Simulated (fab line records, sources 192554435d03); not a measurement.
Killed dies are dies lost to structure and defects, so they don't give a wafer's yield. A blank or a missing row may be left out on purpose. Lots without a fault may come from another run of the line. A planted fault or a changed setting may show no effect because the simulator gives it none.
Chamber matching | flow n5_finfet | N5_BEOL_M5_STRIP_19 on rie_diel-05: 4 sister chambers
The step strips in O2. 27 wafers are shown with their chamber, then 12 later ones without.

WAFERS WITH THEIR CHAMBER
wafer  | chamber | drypump_motor_current_A (A) | showerhead_plenum_p_Torr (Torr) | throttle_valve_pct (%)
L080.2 | 0       | 5.51                        | 2.06                            | 16.78
L080.4 | 3       | 6.09                        | 2.15                            | 16.66
L080.5 | 2       | 5.72                        | 2.07                            | 16.55
L079.2 | 2       | 5.73                        | 2.07                            | 16.55
L079.4 | 0       | 5.55                        | 2.06                            | 16.77
L079.6 | 3       | 6.09                        | 2.15                            | 16.64
L081.1 | 1       | 5.51                        | 2.02                            | 16.96
L081.2 | 3       | 6.10                        | 2.14                            | 16.66
L081.3 | 0       | 5.57                        | 2.06                            | 16.80
L081.4 | 2       | 5.72                        | 2.07                            | 16.55
L081.5 | 1       | 5.53                        | 2.03                            | 16.95
L081.6 | 2       | 5.73                        | 2.07                            | 16.56
L083.3 | 2       | 5.72                        | 2.07                            | 16.57
L083.4 | 3       | 6.12                        | 2.14                            | 16.67
L083.6 | 0       | 5.53                        | 2.06                            | 16.80
L085.2 | 1       | 5.52                        | 2.02                            | 16.97
L085.3 | 0       | 5.57                        | 2.06                            | 16.81
L085.6 | 3       | 6.10                        | 2.14                            | 16.69
L084.1 | 1       | 5.49                        | 2.02                            | 16.97
L084.2 | 2       | 5.72                        | 2.06                            | 16.57
L084.3 | 3       | 6.08                        | 2.14                            | 16.67
L084.4 | 0       | 5.56                        | 2.06                            | 16.80
L084.5 | 1       | 5.50                        | 2.02                            | 16.97
L084.6 | 2       | 5.72                        | 2.06                            | 16.57
L086.1 | 3       | 6.14                        | 2.14                            | 16.68
L086.2 | 1       | 5.51                        | 2.02                            | 16.97
L086.3 | 0       | 5.55                        | 2.06                            | 16.80

SIGNATURES (means of the wafers above)
reading                  | chamber 0 | chamber 1 | chamber 2 | chamber 3 | scatter within a chamber
drypump_motor_current_A  | 5.5486    | 5.5100    | 5.7229    | 6.1029    | 0.0169
showerhead_plenum_p_Torr | 2.0600    | 2.0217    | 2.0671    | 2.1429    | 0.00401
throttle_valve_pct       | 16.7943   | 16.9650   | 16.5600   | 16.6671   | 0.0126
Rule: a wafer's distance from a chamber is the root of the sum, over the readings, of the square of ((its reading less the chamber's mean) divided by the reading's scatter). The wafer belongs to the nearest chamber; if the next one is less than 2 further off, it can't be placed. The scatter: the root of (the sum of the squares of (reading less its chamber's mean) over the shown wafers, divided by (wafers less chambers)).

WAFERS WITHOUT THEIR CHAMBER
wafer  | drypump_motor_current_A (A) | showerhead_plenum_p_Torr (Torr) | throttle_valve_pct (%)
L086.4 | 5.71                        | 2.06                            | 16.57
L086.5 | 6.13                        | 2.14                            | 16.68
L086.6 | 5.55                        | 2.06                            | 16.81
L087.2 | 5.72                        | 2.06                            | 16.58
L087.4 | 5.53                        | 2.06                            | 16.80
L087.6 | 6.08                        | 2.14                            | 16.68
L090.2 | 5.72                        | 2.06                            | 16.59
L090.4 | 5.51                        | 2.02                            | 16.98
L090.6 | 6.10                        | 2.14                            | 16.70
L097.2 | 5.57                        | 2.05                            | 16.84
L097.5 | 5.56                        | 2.05                            | 16.84
L097.6 | 6.12                        | 2.13                            | 16.72

WHICH CHAMBER EACH WENT THROUGH
wafer  | from the rows above | in truth
L086.4 | 2                   | 2
L086.5 | 3                   | 3
L086.6 | 0                   | 0
L087.2 | 2                   | 2
L087.4 | 0                   | 0
L087.6 | 3                   | 3
L090.2 | 2                   | 2
L090.4 | 1                   | 1
L090.6 | 3                   | 3
L097.2 | 0                   | 0
L097.5 | 0                   | 0
L097.6 | 3                   | 3
Placed correctly: 12 of 12. Can't be placed from these rows: 0. Placed wrongly: 0.
